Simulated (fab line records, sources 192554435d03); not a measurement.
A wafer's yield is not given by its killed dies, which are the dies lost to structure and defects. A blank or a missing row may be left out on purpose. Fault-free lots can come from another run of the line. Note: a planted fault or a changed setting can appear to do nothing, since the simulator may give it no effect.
A single fault, viewed from 3 desks || flow n5 finfet || only its own numbers are on each desk; what lay behind them is given at the end

== THE DEFECT DESK ==
Per lot, the means of the sampled wafers with a number show what the inspections along the route counted. A lot is out of limits, marked OUT, if its mean lies more than 4 standard deviations from the usual mean; the brackets give that distance.
Columns: A = raw defect count at N5_BEOL_M12_INSPECT_55, usual 70
{"lot": "L825", "first seen here": "day 12 08:55", "A": 62}
{"lot": "L827", "first seen here": "day 12 16:50", "A": 89}
{"lot": "L826", "first seen here": "day 12 20:20", "A": 55}
{"lot": "L829", "first seen here": "day 13 10:45", "A": 53}
{"lot": "L831", "first seen here": "day 13 20:56", "A": 56}
{"lot": "L833", "first seen here": "day 14 14:46", "A": 86}
{"lot": "L836", "first seen here": "day 14 21:26", "A": 72}
{"lot": "L838", "first seen here": "day 15 12:55", "A": 86}
{"lot": "L840", "first seen here": "day 16 02:45", "A": 73}
{"lot": "L841", "first seen here": "day 16 03:37", "A": 48}
{"lot": "L842", "first seen here": "day 16 09:37", "A": 65}
Finding of this desk: none of the 11 lots has anything out of limits.

== THE TOOL OWNER'S DESK: rie diel-06 ==
The tool's own readings at N5_BEOL_M13_ETCH_59 (etches BARC in N2/H2, target depth 89 nm, overetch 26.7 nm, time 67.9 s): means of the sampled wafers that have a number, for each lot that ran on this tool. A lot is out of limits, marked OUT, if its mean lies more than 4 standard deviations from the usual mean; the brackets give that distance.
Columns: A = drypump motor current A at N5_BEOL_M13_ETCH_59, usual 5.5 A; B = oes product au at N5_BEOL_M13_ETCH_59, usual 0.69 a.u.; C = rf vpp V at N5_BEOL_M13_ETCH_59, usual 523.5 V; D = run length s at N5_BEOL_M13_ETCH_59, usual 91.2 s; E = showerhead plenum p Torr at N5_BEOL_M13_ETCH_59, usual 2.53 Torr; F = throttle valve pct at N5_BEOL_M13_ETCH_59, usual 17.95 %
{"lot": "L825", "first seen here": "day 12 09:39", "A": 5.4, "B": 0.66, "C": 521.2, "D": 91.0, "E": 2.45, "F": 18.22}
{"lot": "L827", "first seen here": "day 12 17:27", "A": 5.1, "B": 0.71, "C": 524.2, "D": 91.1, "E": 2.58, "F": 17.90}
{"lot": "L826", "first seen here": "day 12 21:09", "A": 5.0, "B": 0.71, "C": 523.6, "D": 91.7, "E": 2.54, "F": 17.86}
{"lot": "L831", "first seen here": "day 13 21:32", "A": 5.2, "B": 0.66, "C": 523.8, "D": 90.9, "E": 2.51, "F": 18.16}
{"lot": "L833", "first seen here": "day 14 15:30", "A": 5.0, "B": 0.72, "C": 521.3, "D": "84.7 (-13) OUT", "E": 2.50, "F": 18.04}
This desk finds L833 out of limits, L833 being first, at day 14 15:30 (run length s at N5_BEOL_M13_ETCH_59). In limits: L825, L827, L826, L831.

== FROM THE METROLOGY DESK ==
What the gauges read, lot by lot, whatever tool the lot ran on: means of the sampled wafers that have a number. A lot is out of limits, marked OUT, if its mean lies more than 4 standard deviations from the usual mean; the brackets give that distance.
Columns: A = cd nm at N5_BEOL_M13_CD_MEAS_10, usual 189.6 nm
{"lot": "L825", "first seen here": "day 12 09:32", "A": 187.2}
{"lot": "L827", "first seen here": "day 12 17:20", "A": 188.7}
{"lot": "L826", "first seen here": "day 12 20:50", "A": 188.1}
{"lot": "L829", "first seen here": "day 13 11:14", "A": 190.9}
{"lot": "L831", "first seen here": "day 13 21:25", "A": 193.7}
{"lot": "L833", "first seen here": "day 14 15:23", "A": 186.7}
{"lot": "L836", "first seen here": "day 14 21:56", "A": 189.1}
{"lot": "L838", "first seen here": "day 15 13:24", "A": 186.7}
{"lot": "L840", "first seen here": "day 16 03:14", "A": 188.4}
{"lot": "L841", "first seen here": "day 16 04:07", "A": 189.7}
{"lot": "L842", "first seen here": "day 16 10:13", "A": 190.7}
Finding of this desk: none of the 11 lots has anything out of limits.

== BROUGHT TOGETHER ==
The tool owner's desk could have raised an alarm at day 14 15:30, on L833.
No out-of-limits result turned up at the defect desk.
Nothing out of limits was seen by the metrology desk.
The defect desk has L833 on record, within its limits.
The metrology desk holds a record of L833, inside its limits.
The lots listed all ran N5_BEOL_M13_ETCH_59 on rie diel-06.

== WHAT THE SIMULATOR PUT IN ==
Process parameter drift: rie diel-06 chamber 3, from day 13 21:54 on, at N5_BEOL_M13_ETCH_59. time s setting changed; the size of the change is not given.
Shown lots that were struck: L833.
How many hours passed from the start of the fault until each desk's first out-of-limits reading: the tool owner's desk, 18.
